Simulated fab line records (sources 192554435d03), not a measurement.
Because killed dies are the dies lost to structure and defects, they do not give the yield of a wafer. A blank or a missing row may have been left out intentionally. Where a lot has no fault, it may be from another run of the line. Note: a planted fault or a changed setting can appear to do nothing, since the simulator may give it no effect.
Split-lot study    flow n5_finfet    on a route of 1938 steps: 7 lots, 39 wafers read

THE SPLIT
At N5_BEOL_M8_DESCUM_16 (chemistry O2, time 7.9 s), the setting time_s was moved away from the recipe's 7.9 s on 18 of the 39 wafers read, by -35.1% to +18.2%. For the rest of the wafers, this setting stayed at what the recipe calls for.

There is no step in the file separating the split from the reading.

THE READING
CAR-ArF_of_BEOL_M8_COAT_05.thk_nm (the simulator's own value, which no gauge read), in nm, at N5_BEOL_M8_ETCH_61 (etches SiARC in CF4, target depth 45.5 nm, time 75.8 s). No usual value for it is given in the file. Average 50.8 nm, standard deviation 0.2 nm, over the 21 wafers here run with the recipe.

wafer   tool, chamber at the split  time_s as run, s  against the recipe  CAR-ArF_of_BEOL_M8_COAT_05.thk_nm, nm  against lot-mates on the recipe
L076.1  rie_diel-04, 3              9.234             +16.9%              49.6                                   -1.1
L076.3  rie_diel-04, 1              9.234             +16.9%              49.6                                   -1.1
L076.2  rie_diel-04, 2,3            7.9               recipe              50.8                                   -
L076.5  rie_diel-04, 2,3            7.9               recipe              50.8                                   -
L076.4  rie_diel-04, 0              7.9               recipe              50.6                                   -
L076.6  rie_diel-04, 2              9.234             +16.9%              50                                     -0.7
L079.1  rie_diel-04, 1,0            7.9               recipe              50.6                                   -
L079.2  rie_diel-04, 1,0            7.9               recipe              50.8                                   -
L079.3  rie_diel-04, 3              7.9               recipe              50.4                                   -
L079.4  rie_diel-04, 2              6.373             -19.3%              51.8                                   +1.2
L079.5  rie_diel-04, 1              6.373             -19.3%              51.8                                   +1.2
L079.6  rie_diel-04, 0              6.373             -19.3%              51.4                                   +0.8
L083.1  rie_diel-01, 2,3,0          7.9               recipe              50.8                                   -
L083.2  rie_diel-01, 2,3,0          7.9               recipe              50.8                                   -
L083.4  rie_diel-01, 2,3,0          7.9               recipe              50.8                                   -
L087.1  rie_diel-01, 2              7.9               recipe              50.8                                   -
L087.4  rie_diel-01, 3              7.9               recipe              50.8                                   -
L087.2  rie_diel-01, 0              5.48              -30.6%              52                                     +1.3
L087.3  rie_diel-01, 1,2            5.48              -30.6%              52.2                                   +1.5
L087.5  rie_diel-01, 1,2            5.48              -30.6%              52.2                                   +1.5
L087.6  rie_diel-01, 3              7.9               recipe              50.6                                   -
L092.1  rie_diel-04, 3,2            5.129             -35.1%              52.6                                   +1.7
L092.4  rie_diel-04, 3,2            5.129             -35.1%              52.6                                   +1.7
L092.2  rie_diel-04, 0              7.9               recipe              50.8                                   -
L092.6  rie_diel-04, 3,0            7.9               recipe              50.8                                   -
L092.3  rie_diel-04, 1              5.129             -35.1%              53                                     +2.1
L092.5  rie_diel-04, 3,0            7.9               recipe              51.2                                   -
L091.1  rie_diel-01, 0,1,2          7.9               recipe              51                                     -
L091.5  rie_diel-01, 0,1,2          7.9               recipe              51                                     -
L091.2  rie_diel-01, 2,1            9.341             +18.2%              49.8                                   -1.1
L091.3  rie_diel-01, 2,1            9.341             +18.2%              50                                     -0.9
L091.4  rie_diel-01, 3              9.341             +18.2%              49.6                                   -1.3
L091.6  rie_diel-01, 0,1,2          7.9               recipe              50.8                                   -
L095.1  rie_diel-04, 0              5.166             -34.6%              52.8                                   +1.7
L095.3  rie_diel-04, 2,3            5.166             -34.6%              52.8                                   +1.7
L095.2  rie_diel-04, 1,1,0          7.9               recipe              51.2                                   -
L095.6  rie_diel-04, 1,1,0          7.9               recipe              51.2                                   -
L095.4  rie_diel-04, 2,3            5.166             -34.6%              52.6                                   +1.5
L095.5  rie_diel-04, 1,1,0          7.9               recipe              51                                     -
Where a row lists several chambers, the file gives one row for several wafers and doesn't say which wafer went through which chamber.

FIT RESULTS
A straight line over all 39 wafers: CAR-ArF_of_BEOL_M8_COAT_05.thk_nm changes by -0.0527 nm for each +1% of time_s; r = -0.97; the points scatter about the line by 0.22 nm.
The same after taking each lot's own level away (the mean of its wafers on the recipe; 39 wafers): -0.0513 nm for each +1%; r = -0.98; scatter 0.17 nm.
The reading moves by 1.8 nm for the largest change in time_s, on that fit.
The span of the lots' own levels, 50.60 to 51.13 nm, comes to 2.7 times the standard deviation stated above.
So the lot-to-lot level changes the slope little: the two slopes agree.
Check: +1.76 nm against its lot-mates is what the line predicts for one of the wafers moved furthest among these (-35.1%) when that wafer is left out of the fit. Against them it came out at +1.67 nm.

FURTHER SPLITS ON THESE WAFERS
Note: prior to the reading, these wafers also went through further splits. Each is held against what the fit with the lots' levels taken away leaves over:
other split on the same wafers     wafers away from the commonest value  r with CAR-ArF_of_BEOL_M8_COAT_05.thk_nm (lot level and that fit taken away)
N5_BEOL_M6_HM_DEP_02 target_thk_a  12                                    +0.24

THE WHOLE CHAIN: every reading that the file lists as answering this split, in the file's order
step                  what it does                                            reading                                                                             change (the file's fit)                 r (the file's)
N5_BEOL_M8_DESCUM_16  chemistry O2, time 7.9 s                                CAR-ArF_of_BEOL_M8_COAT_05.thk_nm (the simulator's own value, which no gauge read)  -0.0488 nm for each +1% of the setting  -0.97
N5_BEOL_M8_ETCH_61    etches SiARC in CF4, target depth 45.5 nm, time 75.8 s  CAR-ArF_of_BEOL_M8_COAT_05.thk_nm (the simulator's own value, which no gauge read)  -0.0504 nm for each +1% of the setting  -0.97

FILE'S OWN FIT
CAR-ArF_of_BEOL_M8_COAT_05.thk_nm changes by -0.0504 nm for each +1% of time_s, r = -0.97.
